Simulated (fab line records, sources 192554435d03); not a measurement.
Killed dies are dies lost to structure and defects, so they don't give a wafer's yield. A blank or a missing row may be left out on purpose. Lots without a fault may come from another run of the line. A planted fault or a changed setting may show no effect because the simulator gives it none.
fab line records | flow n5_finfet
record lots=4 wafers=12 last_day=18
route steps=1938 shown BEOL_M4@1099 BEOL_M5@1112 BEOL_M7@1263 PASSIVATION@1936
lots that met no fault: from a run of the same line without faults
start_h: hours from the record's first day to the start of the lot's first wafer shown | wait_h: hours since the lot's step before | " the same as in the row above | L1.1+2: a row that stands for several wafers | - no value, or no start given | * or withheld: withheld | < > ~ a bound
route shown NAME@n: a module of which the file shows steps, and the number in the route of the first | usual: mean/standard deviation of fault-free wafers | same: alike in all rows | chamber/n: place in a boat | sites: the reading at each site | _std_site: their standard deviation | _edge_site: outer sites' mean less inner sites' | radius_mm: how far each site lies from the wafer's centre | mask NAME#n: copy n | behind: the tool/chamber that last shaped the wafer | hold: why the lot was held/for how many hours/how that ended | device: the transistor (n, p or np) that didn't switch | end of line: the same wafers' tests at the end of the route | a step without rows: its recipe alone | killed: dies lost to structure and defects at the first sort, not the wafer's yield | map: a wafer's dies, x killed, . not, _ none there
set.NAME: the setting as run; set.NAME@STEP: as run at that earlier step | model.NAME: the simulator's own value behind a step, which no gauge read
lots at some steps of the route; a table a step, a row a wafer
services: from which hour (start_h, from the record's first day; less than 0 if before it) a tool's chamber was out of use, for how many hours, and why
## steps
# step N5_BEOL_M4_ANNEAL_95
# recipe temp_c=400 time_s=240 ambient=vacuum
# step N5_BEOL_M4_SPUTTER_96
# recipe material=Cu target_thk_a=45 temp_c=-20 chamber_pressure_pa=0.07 power_w=withheld time_s=8.29
# step N5_BEOL_M4_ECD_50
# recipe material=Cu target_thk_a=3000
# step N5_BEOL_M4_ANNEAL_51
# recipe temp_c=225 time_s=90 ambient=N2
# step N5_BEOL_M4_CMP_52
# recipe stop_on=SiOC t_overpolish_s=6.8 down_force_psi=1 platen_rpm=50 clearing_platen_down_force_psi=1.5 clearing_platen_rpm=50 post_cmp_clean=cu_alkaline target_thk_nm=40 clearing_platen_pad_velocity_m_s=0.99484 pad_velocity_m_s=0.99484
# step N5_BEOL_M4_PRE_CLEAN_60
# recipe gas=NH3/H2 time_s=15 temp_c=* rf_power_w=300
# step N5_BEOL_M4_CO_CAP_55
# recipe material=Co target_thk_a=20 temp_c=200 precursor=CCTBA/H2 pressure_torr=30 time_s=102.1
# step N5_BEOL_M4_PRE_CLEAN_56
# recipe gas=NH3 time_s=15 temp_c=withheld rf_power_w=300
# step N5_BEOL_M4_DEP_57
# recipe material=SiCN target_thk_a=80 temp_c=withheld precursor=3MS/NH3 pressure_torr=3 rf_w=202 time_s=14
# step N5_BEOL_M4_RC_MEAS_101
# usual DIBL_N=37.0/2.3 DIBL_P=37.3/2.8 IOFF_N=0.17/0.046 IOFF_P=0.23/0.054 ION_N=675/14 ION_P=460/9.3 SS_N=71.7/0.73 SS_P=73.6/0.95 VT_N=249/3.9 VT_P=-250/3.9
# columns lot.wafer tool chamber start_h wait_h DIBL_N[mV/V] DIBL_P[mV/V] IOFF_N[nA/um] IOFF_P[nA/um] ION_N[uA/um] ION_P[uA/um] SS_N[mV/dec] SS_P[mV/dec] VT_N[mV] VT_P[mV]
L105.1 prober-01 0 225.37 0.0 36.8 35.2 0.16 0.23 679 471 71.8 72.9 251 -246
L105.2 " 0 " " 35.5 35.9 0.14 0.24 668 469 70.9 74.1 252 -250
L105.5 " 0 " " 35.5 33.5 0.13 0.19 665 466 71.2 73.2 253 -250
L106.2 prober-01 0 235.57 0.2 37.3 37.4 0.15 0.23 662 455 71.4 74.5 252 -248
L106.4 " 0 " " 36.2 34.4 0.14 0.17 664 452 71.6 72.6 253 -254
L106.6 " 0 " " 36.7 35.2 0.15 0.18 662 457 71.8 72.4 250 -251
L116.2 prober-01 0 308.62 0.2 39.6 37.7 0.20 0.23 664 454 72.1 73.7 244 -255
L116.3 " 0 " " 37.4 36.2 0.14 0.21 645 443 72.1 73.6 253 -253
L116.4 " 0 " " 37.9 36.0 0.15 0.19 664 451 71.7 73.2 255 -253
L118.1 prober-01 0 317.82 0.0 38.0 41.1 0.18 0.23 674 454 72.3 74.7 250 -254
L118.2 " 0 " " 38.0 40.4 0.19 0.21 681 459 72.0 73.8 250 -251
L118.5 " 0 " " 37.7 39.3 0.19 0.20 666 449 72.0 74.9 249 -256
# step N5_BEOL_M5_ILD_DEP_00
# recipe material=SiCOH_lowk target_thk_a=1406.4 temp_c=300 precursor=DEMS/porogen pressure_torr=5 rf_w=500 time_s=25.9
# step N5_BEOL_M5_CURE_79
# recipe temp_c=385 time_s=240 ambient=He/Ar material=SiCOH_lowk
# step N5_BEOL_M5_PECVD_70
# recipe material=SiO2 target_thk_a=160 temp_c=400 precursor=TEOS/O2 pressure_torr=5.5 rf_w=450 teos_flow_sccm=53.8 gas=O2 flow_sccm=3000 time_s=18
# step N5_BEOL_M5_HM_DEP_02
# recipe material=TiN target_thk_a=200 temp_c=25 chamber_pressure_pa=0.49996
# step N5_BEOL_M5_COAT_59
# recipe resist=SOC temp_c=250 time_s=60 spin_rpm=1500 resist_thk_nm=60
# step N5_BEOL_M5_COAT_60
# recipe resist=SiARC temp_c=220 time_s=60 spin_rpm=1500 resist_thk_nm=12
# step N5_BEOL_M5_COAT_71
# recipe resist=underlayer temp_c=205 time_s=60 spin_rpm=1500 resist_thk_nm=5
# step N5_BEOL_M5_COAT_05
# recipe resist=CAR-EUV spin_rpm=1500 resist_thk_nm=30
# step N5_BEOL_M5_EBR_07
# recipe solvent=PGMEA ebr_width_mm=1.5
# step N5_BEOL_M5_SOFTBAKE_06
# recipe temp_c=110 time_s=60 resist=CAR-EUV
# step N5_BEOL_M5_EXPOSE_08
# recipe mask_id=M5 na=0.33 source_shape=annular sigma_inner=0.4 sigma_outer=0.8 polarization=unpolarized target_cd_nm=28 dose_mj=35.75
# step N5_BEOL_M5_PEB_09
# recipe peb_temp_c=100 peb_time_s=60 resist=CAR-EUV
# step N5_BEOL_M5_DEVELOP_10
# recipe develop_time_s=30 developer=TMAH resist=CAR-EUV rinse_liquid=surfactant_rinse dry=air_spin dev_temp_c=23
# step N5_BEOL_M5_DESCUM_16
# recipe chemistry=O2 time_s=7 source_power_w=50 bias_power_w=20 pressure_mtorr=20 rf_frequency_hz=2.712e+07 temp_c=40 resist=CAR-EUV o2_flow_sccm=225
# step N5_BEOL_M5_ETCH_72
# recipe chemistry=N2/H2 target=underlayer target_depth_a=65 mask_material=CAR-EUV time_s=5.2 ion_energy_ev=200 pressure_mtorr=30 source_w=840 bias_w=150 n2_flow_sccm=200 h2_flow_sccm=200 ends=cleared
# step N5_BEOL_M5_ETCH_61
# recipe chemistry=CF4 target=SiARC target_depth_a=156 mask_material=CAR-EUV time_s=26 ion_energy_ev=80 pressure_mtorr=40 source_w=545 bias_w=36 Ar_flow_sccm=100 cf4_flow_sccm=100 ends=cleared
# step N5_BEOL_M5_ETCH_62
# recipe chemistry=N2/H2 target=SOC target_depth_a=750 overetch_a=150 mask_material=SiARC temp_c=40 time_s=112.5 ion_energy_ev=200 pressure_mtorr=30 source_w=840 bias_w=150 n2_flow_sccm=200 h2_flow_sccm=200
# step N5_BEOL_M5_STRIP_63
# recipe chemistry=N2/H2 temp_c=40 n2_flow_sccm=200 h2_flow_sccm=200 rf_frequency_hz=6e+07
# step N5_BEOL_M5_STRIP_73
# recipe chemistry=N2/H2 temp_c=40 n2_flow_sccm=200 h2_flow_sccm=200 rf_frequency_hz=6e+07
# step N5_BEOL_M5_STRIP_64
# recipe chemistry=CF4 resist=SiARC power_w=300 bias_power_w=75 pressure_mtorr=50 cf4_flow_sccm=150 rf_frequency_hz=6e+07
# step N5_BEOL_M5_HM_OPEN_17
# recipe chemistry=Cl2/BCl3 target_depth_a=200 overetch_a=60 target=TiN mask_material=SOC ion_energy_ev=150 pressure_mtorr=10 icp_w=1000 bias_w=126 Cl2_flow_sccm=53.25 bcl3_flow_sccm=21.75 Ar_flow_sccm=25
# step N5_BEOL_M5_STRIP_19
# recipe chemistry=O2 power_w=400 temp_c=40 pressure_mtorr=30 rf_frequency_hz=6e+07 bias_power_w=0 overash_fraction=0.2 o2_flow_sccm=225
# step N5_BEOL_M5_COAT_65
# recipe resist=SOC temp_c=250 time_s=60 spin_rpm=1500 resist_thk_nm=60
# step N5_BEOL_M5_COAT_66
# recipe resist=SiARC temp_c=220 time_s=60 spin_rpm=1500 resist_thk_nm=12
# step N5_BEOL_M7_ILD_DEP_00
# recipe material=SiCOH_lowk target_thk_a=1797.5 temp_c=300 precursor=DEMS/porogen pressure_torr=5 rf_w=500 time_s=33.4
# usual heater_power_w=338/49 showerhead_plenum_p_Torr=5.733/0.017 showerhead_vpp_V=1320/57 throttle_valve_pct=13.5/0.7
# columns lot.wafer tool chamber start_h wait_h heater_power_w showerhead_plenum_p_Torr showerhead_vpp_V throttle_valve_pct model.SiCOH_lowk_of_BEOL_M7_ILD_DEP_00.thk_nm
L105.1 pecvd-04 1 247.82 0.0 326 5.713 1315 13.4 177
L105.2 " 2 " " 338 5.705 1287 12.6 75.6
L105.5 " 0 " " 371 5.741 1283 13.0 181.8
L106.2 pecvd-04 2 255.01 0.0 318 5.714 1278 12.6 73.8
L106.4 " 2 " " 319 5.704 1278 12.6 178.4
L106.6 " 1 " " 267 5.730 1318 13.5 72.8
L116.2 pecvd-04 2 327.76 0.0 322 5.720 1294 13.0 183.8
L116.3 " 2 " " 331 5.723 1301 12.9 182.8
L116.4 " 0 " " 428 5.753 1272 13.1 184
L118.1 pecvd-02 1 339.35 0.0 381 5.753 1362 14.3 178.6
L118.2 " 2 " " 417 5.722 1375 13.4 179
L118.5 " 0 " " 298 5.773 1369 13.0 182.6
# step N5_BEOL_M7_THK_MEAS_01
# recipe reads=SiCOH_lowk_of_BEOL_M7_ILD_DEP_00
# usual M7_ILD_THK=155.2/2.3
# columns lot.wafer tool chamber start_h wait_h M7_ILD_THK[nm]
L105.1 film_metro-01 - 248.39 0.4 152.5
L105.2 " - " " 64.8
L105.5 " - " " 156.8
L106.2 film_metro-02 - 255.58 0.4 63.3
L106.4 " - " " 153.9
L106.6 " - " " 62.4
L116.2 film_metro-01 - 328.36 0.4 158.5
L116.3 " - " " 157.6
L116.4 " - " " 158.5
L118.1 film_metro-01 - 339.93 0.4 153.9
L118.2 " - " " 154.3
L118.5 " - " " 157.5
# step N5_BEOL_M7_CMP_52
# recipe stop_on=SiCOH_lowk t_overpolish_s=6.9 down_force_psi=1 platen_rpm=50 clearing_platen_down_force_psi=1.5 clearing_platen_rpm=50 post_cmp_clean=cu_alkaline target_thk_nm=80 clearing_platen_pad_velocity_m_s=0.99484 pad_velocity_m_s=0.99484
# usual motor_current_A=6.3/0.83
# columns lot.wafer tool chamber start_h wait_h motor_current_A model.SiCOH_lowk_of_BEOL_M7_ILD_DEP_00.thk_nm
L105.2 cmp-04 3 254.79 0.2 7.8 61.8
L105.1 " 0 " " 6.2 149.6
L105.5 " 3 " " 7.4 153.8
L106.2 cmp-03 3 260.21 0.2 6.2 60.2
L106.4 " 2 " " 5.4 150.8
L106.6 " 3 " " 6.4 59.4
L116.2 cmp-03 2 337.05 0.2 5.8 155.6
L116.3 " 3 " " 6.4 154.6
L116.4 " 0 " " 5.6 155.6
L118.1 cmp-02 0 345.97 0.3 7.4 151
L118.2 " 1 " " 6.0 151.4
L118.5 " 0 " " 7.4 154.6
# step N5_PASSIVATION_PROBE_49
# usual defect_limited_yield=91.5/1.3 killed_at_M0_to_M3=36/10 killed_at_M4_up=13/4.7 killed_at_contacts=13/6.7 killed_at_front_end=37/9.7 killed_at_other=2.6/2.3 killed_dies=101/15 killed_on_rim=14/4.3 killed_open=67/12 killed_short=32/6.7 sort_bin_5_function=5.0/0.89 sort_bin_6_memory=3.2/0.63 sort_n_pass=1079/16 sort_yield_pct=91.4/1.4
# same gross_dies=1180 killed_at_back_side=0 sort_bin_4_leakage[%]=0 sort_bin_8_speed[%]=0
# columns lot.wafer tool chamber start_h wait_h defect_limited_yield[%] killed_at_M0_to_M3 killed_at_M4_up killed_at_contacts killed_at_front_end killed_at_other killed_dies killed_on_rim killed_open killed_short sort_bin_5_function[%] sort_bin_6_memory[%] sort_n_pass sort_yield_pct[%]
L105.1 prober-02 - 343.00 0.0 91.7 29 12 20 36 1 98 14 69 29 4.4 3.2 1082 91.7
L105.2 prober-02 - 343.05 0.1 0.3 42 1097 9 28 0 1176 152 67 31 4.4 3.8 4 0.3
L105.5 prober-02 - 343.20 0.2 90.4 53 15 15 26 4 113 12 82 31 6.3 3.2 1067 90.4
L106.2 prober-02 - 349.44 0.1 0.3 47 1072 23 34 0 1176 152 82 37 6.0 3.8 4 0.3
L106.4 prober-02 - 349.54 0.2 91.5 34 21 15 28 2 100 17 68 30 4.0 4.1 1080 91.5
L106.6 prober-02 - 349.64 0.3 0.1 35 1087 17 39 1 1179 152 71 31 5.6 3.2 1 0.1
# killed by level:class
L105.1 MOL_CONTACT_COAG:geometric_particle:open=17 BEOL_M2:geometric_particle:open=15 FIN_SAQP:geometric_particle:open=8 BEOL_M0_SAQP:geometric_particle:short=8 STI_FIN_REVEAL:geometric_particle:open=7 FIN_SAQP:geometric_particle:short=6 DUMMY_GATE:geometric_particle:open=4 BEOL_M5:geometric_particle:open=4
L105.2 BEOL_M7:area_dep=1077 BEOL_M4:geometric_particle:open=14 BEOL_M0_SAQP:geometric_particle:open=11 BEOL_M0_SAQP:geometric_particle:short=10 BEOL_M2:geometric_particle:open=8 MOL_CONTACT_COAG:geometric_particle:open=7 GATE_CUT:geometric_particle:short=6 FIN_SAQP:geometric_particle:open=5
L105.5 BEOL_M0_SAQP:geometric_particle:open=21 MOL_CONTACT_COAG:geometric_particle:open=14 BEOL_M0_SAQP:geometric_particle:short=10 BEOL_M2:geometric_particle:open=9 FIN_SAQP:geometric_particle:open=8 BEOL_M1:geometric_particle:open=8 BEOL_M2:geometric_particle:short=5 BEOL_M8:geometric_particle:open=4
L106.2 BEOL_M7:area_dep=1056 MOL_CONTACT_COAG:geometric_particle:open=17 STI_FIN_REVEAL:geometric_particle:open=14 BEOL_M0_SAQP:geometric_particle:short=12 BEOL_M0_SAQP:geometric_particle:open=11 BEOL_M4:geometric_particle:open=8 BEOL_M3:geometric_particle:open=8 MOL_CONTACT_COAG:geometric_particle:short=6
L106.4 MOL_CONTACT_COAG:geometric_particle:open=10 BEOL_M0_SAQP:geometric_particle:short=9 BEOL_M3:geometric_particle:open=9 STI_FIN_REVEAL:geometric_particle:open=8 BEOL_M4:geometric_particle:open=8 BEOL_M2:geometric_particle:open=6 DUMMY_GATE:geometric_particle:open=5 MOL_CONTACT_COAG:geometric_particle:short=4
L106.6 BEOL_M7:area_dep=1064 BEOL_M4:geometric_particle:open=16 MOL_CONTACT_COAG:geometric_particle:open=14 STI_FIN_REVEAL:geometric_particle:open=8 BEOL_M2:geometric_particle:open=7 BEOL_M2:geometric_particle:short=6 BEOL_M1:geometric_particle:open=5 HKMG_FIN:area_etch=5
# map L105.2 (x killed, . not)
_________________xxxxxxxxxxxx________________
______________xxxxxxxxxxxxxxxxxx_____________
___________xxxxxxxxxxxxxxxxxxxxxxxx__________
__________xxxxxxxxxxxxxxxxxxxxxxxxxx_________
________xxxxxxxxxxxxxxxxxxxxxxxxxxxxxx_______
_______xxxxxxxxxxxxxxxxxxxxxxxxxxxxxxxx______
______xxxxxxxxxxxxxxxxxxxxxxxxxxxxxxxxxx_____
_____xxxxxxxxxxxxxxxxxxxxxxxxxxxxxxxxxxxx____
____xxxxxxxxxxxxxxxxxxxxxxxxxxxxxxxxxxxxxx___
___xxxxxxxxxxxxxxxxxxxxxxxxxxxxxxxxxxxxxxxx__
___xxxxxxxxxxxxxxxxxxxxxxxxxxxxxxxxxxxxxxxx__
__xxxxxxxxxxxxxxxxxxxxxxxxxxxxxxxxxxxxxxxxxx_
__xxxxxxxxxxxx.xxxxxxxxxxxxxxxxxxxxxxxxxxxxx_
_xxxxxxxxxxxxxxxxxxxxxxxxxxxxxxxxxxxxxxxxxxxx
_xxxxxxxxxxxxxxxxxxxxxxxxxxxxxxxxxxxxxxxxxxxx
_xxxxxxxxxxxxxxxxxxxxxxxxxxxxxxxxxxxxxxxxxxxx
_xxxxxxxxxxxxxxxxxxxxxxxxxxxxxxxxxxxxxxxxxxxx
_xxxxxxxxxxxxxxxxxxxxxxxxxxxxxxxxxxxxxxxxxxxx
_xxxxxxxxxxxxxxxxxxxxxxxxxxxxxxxxxxxxxxxxxxxx
_xxxxxxxxxxxxxxxxxxxxxxxxxxxxxxxxxxxxxxxxxxxx
_xxxxxxxxxxxxxxxxxxxxxxxxxxxxxxxxxxxxxxxxxxxx
__xxxxxxxxxxxxxxxxxxxxxxxxxxxxxxxxxxxxxxxxxx_
__xxxxxxxxxxxxxxxxxxxxxxxxxxxxxxxxxxxxxxxxxx_
___xxxxxxxxxxxxxxxxxxxxxxxxxxxxxxxxxxxxxxxx__
___xxxxxxxxxxxxxxxxxxxxxxxxxxxxxxxxxxxxxxxx__
____xxxxxxxxxxxxxxxxxxxxxxxxxxxxxxxxxxxxxx___
_____xxxxxxxxxxxxx.xxxxxxxxxxxxxxxxxxxxxx____
______xxxxxxxxxxxxxxxxxxxxxxxxxxxxxxxxxx_____
_______xxxxxxxxxxxxxxxxxxxxxxxxxxxxxxxx______
________xxxxxxxxxxxxxxxxxxxxxxxxxxxxxx_______
__________xxxxxxxxxxx.xxxxxxxxxxxxxx_________
___________xxxxxxxxxxxxxxxxxxxxxxxx__________
______________xxxxxxxxxxx.xxxxxx_____________
_________________xxxxxxxxxxxx________________
# map L106.6 (x killed, . not)
_________________xxxxxxxxxxxx________________
______________xxxxxxxxxxxxxxxxxx_____________
___________xxxxxxxxxxxxxxxxxxxxxxxx__________
__________xxxxxxxxxxxxxxxxxxxxxxxxxx_________
________xxxxxxxxxxxxxxxxxxxxxxxxxxxxxx_______
_______xxxxxxxxxxxxxxxxxxxxxxxxxxxxxxxx______
______xxxxxxxxxxxxxxxxxxxxxxxxxxxxxxxxxx_____
_____xxxxxxxxxxxxxxxxxxxxxxxxxxxxxxxxxxxx____
____xxxxxxxxxxxxxxxxxxxxxxxxxxxxxxxxxxxxxx___
___xxxxxxxxxxxxxxxxxxxxxxxxxxxxxxxxxxxxxxxx__
___xxxxxxxxxxxxxxxxxxxxxxxxxxxxxxxxxxxxxxxx__
__xxxxxxxxxxxxxxxxxxxxxxxxxxxxxxxxxxxxxxxxxx_
__xxxxxxxxxxxxxxxxxxxxxxxxxxxxxxxxxxxxxxxxxx_
_xxxxxxxxxxxxxxxxxxxxxxxxxxxxxxxxxxxxxxxxxxxx
_xxxxxxxxxxxxxxxxxxxxxxxxxxxxxxxxxxxxxxxxxxxx
_xxxxxxxxxxxxxxxxxxxxxxxxxxxxxxxxxxxxxxxxxxxx
_xxxxxxxxxxxxxxxxxxxxxxxxxxxxxxxxxxxxxxxxxxxx
_xxxxxxxxxxxxxxxxxxxxxxxxxxxxxxxxxxxxxxxxxxxx
_xxxxxxxxxxxxxxxxxxxxxxxxxxxxxxxxxxxxxxxxxxxx
_xxxxxxxxxxxxxxxxxxxxxxxxxxxxxxxxxxxxxxxxxxxx
_xxxxxxxxxxxxxxxxxxxxxxxxxxxxxxxxxxxxxxxxxxxx
__xxxxxxxxxxxxxxxxxxxxxxxxxxxxxxxxxxxxxxxxxx_
__xxxxxxxxxxxxxxxxxxxxxxxxxxxxxxxxxxxxxxxxxx_
___xxxxxxxxxxxxxxxxxxxxxxxxxxxxxxxxxxxxxxxx__
___xxxxxxxxxxxxxxxxxxxxxxxxxxxxxxxxxxxxxxxx__
____xxxxxxxxxxxxxxxxxxxxxxx.xxxxxxxxxxxxxx___
_____xxxxxxxxxxxxxxxxxxxxxxxxxxxxxxxxxxxx____
______xxxxxxxxxxxxxxxxxxxxxxxxxxxxxxxxxx_____
_______xxxxxxxxxxxxxxxxxxxxxxxxxxxxxxxx______
________xxxxxxxxxxxxxxxxxxxxxxxxxxxxxx_______
__________xxxxxxxxxxxxxxxxxxxxxxxxxx_________
___________xxxxxxxxxxxxxxxxxxxxxxxx__________
______________xxxxxxxxxxxxxxxxxx_____________
_________________xxxxxxxxxxxx________________
## services
# columns tool chamber start_h hours kind
cmp-04 - 225.15 0.9 repair
cmp-03 - 238.69 5.3 pm
cmp-02 - 262.33 4.6 repair
cmp-04 - 268.51 0.4 repair
cmp-02 - 271.08 0.4 repair
cmp-02 - 275.17 2.2 repair
pecvd-04 1 279.78 5.5 scheduled_down
pecvd-02 0 290.72 - clean
pecvd-02 0 290.72 29.5 scheduled_down
pecvd-02 0 290.72 29.5 vent_cycle
pecvd-04 0 294.62 3.5 repair
cmp-02 - 304.35 20.2 pm
cmp-04 - 308.07 4.0 pm
cmp-04 - 312.07 - consumable_replace:conditioner
cmp-04 - 312.07 - consumable_replace:pad
pecvd-02 0 320.22 2.1 scheduled_down
cmp-02 - 325.99 4.7 repair
cmp-02 - 338.15 4.1 pm
pecvd-02 0 343.78 5.5 scheduled_down
## key
first_sign step=N5_BEOL_M7_THK_MEAS_01 reading=M7_ILD_THK direction=down sigmas=40 usual=155.2 struck=63.5
effect step=N5_PASSIVATION_PROBE_49 reading=killed_at_M4_up direction=up sigmas=99+ usual=13 struck=1085
model_effect step=N5_BEOL_M7_ILD_DEP_00 value=SiCOH_lowk_of_BEOL_M7_ILD_DEP_00.thk_nm without=177.2 struck=74.07
model_effect step=N5_BEOL_M7_CMP_52 value=SiCOH_lowk_of_BEOL_M7_ILD_DEP_00.thk_nm without=149.7 struck=60.47
more_kills_born_at N5_BEOL_M7_ILD_DEP_00@pecvd-04=3197
met_at N5_BEOL_M7_ILD_DEP_00
struck_wafers L105.2,L106.2,L106.6
later_rows_left_out L105.2,L106.2,L106.6
fault kind=process_parameter_drift tool=pecvd-04 chamber=- onset_h=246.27 steps=N5_BEOL_M7_ILD_DEP_00 channel=time_s offset=* shape=step end_h=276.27 scope=struck_wafers_only acts_in=* stated=*
# later_rows_left_out: the simulator's readings of these wafers behind a module that went badly wrong aren't trusted and aren't shown, but for the sort
